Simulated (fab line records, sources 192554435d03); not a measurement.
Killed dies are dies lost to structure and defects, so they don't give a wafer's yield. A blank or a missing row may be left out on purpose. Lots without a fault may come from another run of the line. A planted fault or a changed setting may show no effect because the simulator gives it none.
A struck lot beside a sound one | flow n5_finfet | 19 steps out of a route of 1938
Sound: wafers L835.3, L835.5, L835.6. Struck: wafers L852.1, L852.2, L852.6. The cause comes at the end.
At each step with rows: each side's tool, then ch and its chambers, then its first start. Under that, the readings that differ: sound wafers | struck wafers | difference of the means | sigmas: that difference in standard deviations of wafers without a fault.
alike: readings whose means differ by less than 2 such deviations, and words and numbers that are the same on both sides. not compared: withheld readings, readings that some wafer has no value for, bounds like >300 that may hide the same value, and numbers for which the record gives no deviation and whose values overlap.
The two part at a step that has a row with sigmas, a row that says differs or no value, or rows on one side only. Numbers that don't overlap but have no deviation are shown without sigmas and don't part them. A reading that every wafer of one side lacks parts them only if that side has two wafers or more.

first, 7 steps without rows for these wafers: N5_BEOL_M6_COAT_60 (time 60 s, resist thk 35 nm); N5_BEOL_M6_COAT_05 (resist thk 90 nm); N5_BEOL_M6_EBR_07; N5_BEOL_M6_SOFTBAKE_06 (time 60 s); N5_BEOL_M6_EXPOSE_08 (exposes mask M6); N5_BEOL_M6_PEB_09 (peb time 60 s); N5_BEOL_M6_DEVELOP_10 (develop time 30 s).
N5_BEOL_M6_CD_MEAS_11: target cd 38.5 nm.
  sound on cd_sem-02 ch 0, day 10 04:50; struck on cd_sem-03 ch 0, day 14 07:03
  alike: cd_nm
N5_BEOL_M6_OVL_MEAS_12:
  sound on overlay-01 ch 0, day 10 04:52; struck on overlay-01 ch 0, day 14 07:05
  alike: M6_OVL
N5_BEOL_M6_INSPECT_13: inspects for defects (brightfield).
  sound on defect_inspect-02, day 10 04:53; struck on defect_inspect-01, day 14 07:07
  alike: raw_defect_count
N5_BEOL_M6_DESCUM_16: chemistry O2, time 7.9 s.
  sound on rie_diel-04 ch 1,2,3, day 10 04:55; struck on rie_diel-04 ch 1,2,3, day 14 07:27
  alike: drypump_motor_current_A, oes_product_au, rf_vpp_V, showerhead_plenum_p_Torr, throttle_valve_pct
  not compared: rf_hours_counter_h
N5_BEOL_M6_ETCH_61: etches SiARC in CF4, target depth 45.5 nm, time 75.8 s.
  sound on rie_diel-04 ch 1,2,3, day 10 04:58; struck on rie_diel-04 ch 1,2,3, day 14 07:29
  alike: bias_w, cf4_flow_sccm, drypump_motor_current_A, etch_rf_on_time_s, oes_product_au, rf_vpp_V, showerhead_plenum_p_Torr, throttle_valve_pct
  not compared: rf_hours_counter_h
N5_BEOL_M6_ETCH_62: etches SOC in N2/H2, target depth 110 nm, overetch 22 nm, time 165 s.
  sound on rie_diel-04 ch 1,2,3, day 10 05:01; struck on rie_diel-04 ch 1,2,3, day 14 07:32
  no value came back on the struck wafers for any of 7 readings (bias_w (W), chamber_pressure_mTorr (mTorr) and others); on the sound wafers bias_w (W) reads 150.2 150.4 150.3
  reading                                      | sound          | struck       | difference | sigmas
  model.CAR-ArF_of_BEOL_M6_COAT_05.thk_nm (nm) | 0 0 0          | 51.4 51.2 51 | +51.2      |
  model.SiARC_of_BEOL_M6_COAT_60.thk_nm (nm)   | 28.2 28.8 28.2 | 35 35 35.2   | +7         |
  not compared: rf_hours_counter_h
then, 1 step without rows for these wafers: N5_BEOL_M6_STRIP_68 (strips in N2/H2).
N5_BEOL_M6_STRIP_67: strips in CF4.
  sound on rie_diel-04 ch 1,2,3, day 10 05:10; struck on rie_diel-04 ch 1,2,3, day 14 07:41
  alike: drypump_motor_current_A, oes_product_au, rf_vpp_V, showerhead_plenum_p_Torr, throttle_valve_pct
  not compared: rf_hours_counter_h
N5_BEOL_M6_HM_OPEN_17: chemistry Cl2/BCl3, target TiN, target depth 20 nm, overetch 6 nm.
  sound on rie_metal-03 ch 0,1, day 10 05:14; struck on rie_metal-03 ch 0,1, day 14 07:44
  reading                | sound             | struck            | difference | sigmas
  oes_product_au (a.u.)  | 0.72 0.73 0.80    | 0.31 0.33 0.33    | -0.43      | -5
  throttle_valve_pct (%) | 21.84 21.84 22.03 | 22.51 22.71 22.71 | +0.74      | +5
  alike: bias_w, drypump_motor_current_A, oes_ar_750_au
  not compared: rf_hours_counter_h
N5_BEOL_M6_STRIP_19: strips in O2.
  sound on rie_diel-01 ch 0,1,2, day 10 05:19; struck on rie_diel-01 ch 0,1, day 14 07:55
  alike: drypump_motor_current_A, oes_product_au, rf_vpp_V, showerhead_plenum_p_Torr, throttle_valve_pct
  not compared: rf_hours_counter_h
N5_BEOL_M6_CD_MEAS_18: pitch 80 nm, target cd 40 nm.
  sound on cd_sem-02, day 10 05:23; struck on cd_sem-03, day 14 07:59
  reading    | sound          | struck | difference                    | sigmas
  cd_nm (nm) | 41.1 40.2 40.8 | - - -  | no value on the struck wafers |
then, 1 step without rows for these wafers: N5_BEOL_M6_COAT_63 (time 60 s, resist thk 60 nm).

WHERE THEY PART
First at N5_BEOL_M6_ETCH_62; last, within this record, at N5_BEOL_M6_CD_MEAS_18.

WHY: what the simulator had put in
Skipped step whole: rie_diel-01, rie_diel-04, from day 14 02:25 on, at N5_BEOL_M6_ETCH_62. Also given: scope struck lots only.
